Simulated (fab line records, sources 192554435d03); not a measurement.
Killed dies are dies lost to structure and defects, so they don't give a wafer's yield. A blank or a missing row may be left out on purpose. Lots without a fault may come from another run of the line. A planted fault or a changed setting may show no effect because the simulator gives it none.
Which tool did it? | flow n5_finfet | 24 lots, 72 wafers sampled, at 1 step of a route of 1938

WHAT THE GAUGES READ, wafer by wafer
N5_BEOL_M3_OCD_MEAS_38. Usual: trench_depth_nm 55.3 nm, standard deviation 0.94.
lot  | measured     | on     | trench_depth_nm (nm) | flag
L074 | day 7 04:30  | ocd-02 | 56.5 55.4 55.7       |
L075 | day 7 16:47  | ocd-02 | 55.6 56.8 55.2       |
L076 | day 8 06:47  | ocd-02 | 55.7 55.5 56.3       |
L077 | day 8 06:54  | ocd-01 | 55.5 54.0 54.1       |
L078 | day 8 14:44  | ocd-02 | 55.1 53.5 54.8       |
L079 | day 8 14:45  | ocd-01 | 55.1 55.5 54.8       |
L080 | day 8 20:26  | ocd-01 | 53.7 55.2 54.5       |
L081 | day 8 23:10  | ocd-01 | 55.3 56.2 56.4       |
L082 | day 9 03:34  | ocd-01 | 54.1 56.6 53.2       |
L083 | day 9 18:24  | ocd-02 | 55.0 53.8 56.3       |
L084 | day 10 07:18 | ocd-02 | 56.0 54.0 54.2       |
L086 | day 10 07:21 | ocd-01 | 56.3 54.9 55.4       |
L085 | day 10 11:20 | ocd-02 | 56.6 54.9 55.4       |
L088 | day 10 15:58 | ocd-02 | 55.8 56.0 56.1       |
L087 | day 11 00:17 | ocd-02 | 54.8 56.7 56.4       |
L089 | day 11 04:04 | ocd-02 | 56.7 53.9 55.7       |
L090 | day 11 07:13 | ocd-01 | 55.5 55.6 56.2       |
L092 | day 11 13:32 | ocd-01 | 54.1 54.7 55.3       |
L091 | day 11 20:49 | ocd-01 | 54.8 53.7 53.8       |
L093 | day 12 03:53 | ocd-01 | 54.0 54.3 55.9       |
L094 | day 12 04:18 | ocd-02 | 55.5 56.4 56.2       |
L095 | day 12 20:15 | ocd-02 | 54.4 53.9 56.4       |
L096 | day 12 23:49 | ocd-02 | 54.1 54.1 55.9       |
L097 | day 13 04:31 | ocd-01 | 55.2 54.7 55.4       |

WHICH TOOL RAN EACH LOT (tool, then ch and the chambers of the sampled wafers, then the start)
The record holds no process step before these readings.

WHAT THE TOOLS THEMSELVES READ (means of the sampled wafers that have a number; where no wafer has one, the mark that the record gives instead)
The record holds no such reading with a usual standard deviation.

THE ANSWER, worked out from the rows above alone
Rule: a lot is off if the mean of its wafers that have a number lies more than 3 standard deviations from the usual mean. A lot without any number at a reading at which 4 lots or more have one is off too. The other lots that the step has rows for count as sound. The gauges are gone through in route order, then the tools' own readings, and for those a lot's mean is taken as printed above. The first step at which some lot is off is used, and at that step the reading that is off furthest; a lot without a number counts as furthest.
No lot is off at any reading shown: from this, nothing can be told.

WHAT THE SIMULATOR HAD PUT IN
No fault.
